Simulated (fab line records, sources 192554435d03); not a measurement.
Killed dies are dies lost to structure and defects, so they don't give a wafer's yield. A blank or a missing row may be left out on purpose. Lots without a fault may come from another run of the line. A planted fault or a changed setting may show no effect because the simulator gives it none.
Chamber matching | flow n5_finfet | N5_SDB_ALD_29 on ald_sin-04: 4 sister chambers
The step deposits SiNx, target thk 30 nm, pulse time 1 s, ald cycles 600. 8 wafers are shown with their chamber, then 10 later ones without.

WAFERS WITH THEIR CHAMBER
wafer  | chamber | heater_power_w (W) | precursor_pulse_height_rel
L084.5 | 1       | 704                | 0.998
L090.1 | 1       | 731                | 0.995
L090.3 | 3       | 966                | 1.005
L092.1 | 2       | 996                | 0.989
L092.2 | 3       | 958                | 0.992
L092.3 | 0       | 832                | 1.022
L093.3 | 0       | 830                | 0.986
L093.4 | 2       | 1002               | 1.028

WAFERS WITHOUT THEIR CHAMBER
wafer  | heater_power_w (W) | precursor_pulse_height_rel
L093.6 | 1027               | 1.046
L094.1 | 1013               | 1.006
L094.4 | 982                | 0.983
L094.6 | 970                | 1.012
L096.1 | 968                | 0.995
L096.2 | 719                | 0.993
L096.5 | 961                | 0.993
L097.1 | 712                | 0.998
L097.4 | 992                | 0.978
L097.6 | 729                | 1.025

WHICH CHAMBER EACH WENT THROUGH
wafer  | from the rows above     | in truth
L093.6 | 2                       | 2
L094.1 | 2                       | 2
L094.4 | can't be placed: 3 or 2 | 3
L094.6 | can't be placed: 3 or 2 | 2
L096.1 | 3                       | 3
L096.2 | 1                       | 1
L096.5 | 3                       | 3
L097.1 | 1                       | 1
L097.4 | can't be placed: 2 or 3 | 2
L097.6 | 1                       | 1
Placed correctly: 7 of 10. Can't be placed from these rows: 3 (the true chamber is among the candidates in 3). Placed wrongly: 0.
How it was worked out, from the rows above alone: a wafer's distance from a chamber is the root of the sum, over the readings, of the square of ((its reading less the chamber's mean) divided by the reading's scatter). The wafer belongs to the nearest chamber; if the next one is less than 2 further off, it can't be placed. A chamber's mean is the mean of its shown wafers. The scatter: the root of (the sum of the squares of (reading less its chamber's mean) over the shown wafers, divided by (wafers less chambers)).
